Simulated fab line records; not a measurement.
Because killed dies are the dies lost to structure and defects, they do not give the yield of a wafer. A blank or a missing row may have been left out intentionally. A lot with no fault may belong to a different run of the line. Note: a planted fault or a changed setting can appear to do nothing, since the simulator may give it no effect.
Lot-split experiment    flow n5-finfet    39 wafers read from 7 lots, route of 1938 steps

## THE SPLIT ITSELF
At N5_PASSIVATION_ETCH_59 (etches TaN in Cl2/BCl3, target depth 65 nm, time 34.9 s), the setting time-s was moved away from the recipe's 34.9 s on 12 of the 39 wafers read, by -37.1% to +51.6%. This setting was run at the recipe's value on the other wafers.

Reading taken at the split's own step.

## THE READING
etch.depth-nm (the simulator's own value, which no gauge read), in nm, at N5_PASSIVATION_ETCH_59 (etches TaN in Cl2/BCl3, target depth 65 nm, time 34.9 s). No usual value for it is given in the file. The 27 wafers here that ran the recipe average 65.45 nm, standard deviation 0.83 nm.

wafer   tool, chamber at the split  time-s as run, s  against the recipe  etch.depth-nm, nm  against lot-mates on the recipe
L079.1  rie-metal-03, 1             52.91             +51.6%              99.91              +33.87
L079.2  rie-metal-03, 0             34.9              recipe              65.67              -
L079.3  rie-metal-03, 1             52.91             +51.6%              100.1              +34.06
L079.4  rie-metal-03, 0             34.9              recipe              65.99              -
L079.5  rie-metal-03, 0             52.91             +51.6%              99.76              +33.72
L079.6  rie-metal-03, 1             34.9              recipe              66.45              -
L078.1  rie-metal-02, 0             34.9              recipe              64.52              -
L078.3  rie-metal-02, 0             34.9              recipe              64.65              -
L078.6  rie-metal-02, 1             34.9              recipe              66.02              -
L076.1  rie-metal-03, 0             34.9              recipe              65.42              -
L076.2  rie-metal-03, 1             34.9              recipe              66.44              -
L076.3  rie-metal-03, 0,1           34.9              recipe              66.56              -
L076.5  rie-metal-03, 0,1           34.9              recipe              66.56              -
L076.4  rie-metal-03, 1             34.9              recipe              66.05              -
L076.6  rie-metal-03, 0             34.9              recipe              65.19              -
L090.1  rie-metal-02, 0             34.9              recipe              64.98              -
L090.2  rie-metal-02, 0             34.9              recipe              64.78              -
L090.3  rie-metal-02, 0             48.84             +39.9%              90.89              +25.91
L090.4  rie-metal-02, 0             48.84             +39.9%              90.8               +25.82
L090.5  rie-metal-02, 0             48.84             +39.9%              91.14              +26.16
L090.6  rie-metal-02, 0             34.9              recipe              65.18              -
L087.1  rie-metal-03, 1             34.9              recipe              67.06              -
L087.2  rie-metal-03, 0             34.9              recipe              66.58              -
L087.3  rie-metal-03, 1             34.9              recipe              66.11              -
L087.4  rie-metal-03, 0             42.18             +20.9%              79.03              +12.45
L087.5  rie-metal-03, 0             42.18             +20.9%              79.73              +13.15
L087.6  rie-metal-03, 1             42.18             +20.9%              80.13              +13.55
L094.1  rie-metal-01, 0             21.95             -37.1%              40.35              -23.78
L094.2  rie-metal-01, 1             34.9              recipe              64.09              -
L094.3  rie-metal-01, 1             34.9              recipe              63.86              -
L094.4  rie-metal-01, 0             21.95             -37.1%              40.11              -24.02
L094.5  rie-metal-01, 1             21.95             -37.1%              40.27              -23.86
L094.6  rie-metal-01, 0             34.9              recipe              64.43              -
L097.1  rie-metal-03, 1             34.9              recipe              65.29              -
L097.2  rie-metal-03, 0             34.9              recipe              64.59              -
L097.3  rie-metal-03, 1             34.9              recipe              64.89              -
L097.4  rie-metal-03, 0             34.9              recipe              65.25              -
L097.5  rie-metal-03, 1             34.9              recipe              65.05              -
L097.6  rie-metal-03, 0             34.9              recipe              65.42              -
Where a row lists several chambers, the file gives one row for several wafers and doesn't say which wafer went through which chamber.

THE FIT
A straight line over all 39 wafers: etch.depth-nm changes by +0.665 nm for each +1% of time-s; r = +1.00; the points scatter about the line by 0.8 nm.
The same after taking each lot's own level away (the mean of its wafers on the recipe; 39 wafers): +0.65 nm for each +1%; r = +1.00; scatter 0.43 nm.
That fit puts the effect of the largest move of time-s on the reading at 34 nm.
The lots' own levels span 64.127 to 66.583 nm, that is 2.9 times the standard deviation above.
Hence the lot-to-lot level has little effect on the slope; both slopes agree.
Check: with one of the wafers moved furthest among these (+51.6%) left out of the fit, the line predicts +33.5 nm for it against its lot-mates. Against them it came out at +33.9 nm.

## THESE WAFERS: OTHER SPLITS
These wafers also went through other splits before the reading. Each is held against what the fit with the lots' levels taken away leaves over:
other split on the same wafers  wafers away from the commonest value  r with etch.depth-nm (lot level and that fit taken away)
N5_BEOL_M12_SPUTTER_44 time-s   12                                    -0.26
N5_MIM_TOP_SPUTTER_03 time-s    12                                    -0.49

## THE FILE'S OWN FIT
etch.depth-nm changes by +0.65 nm for each +1% of time-s, r = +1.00.
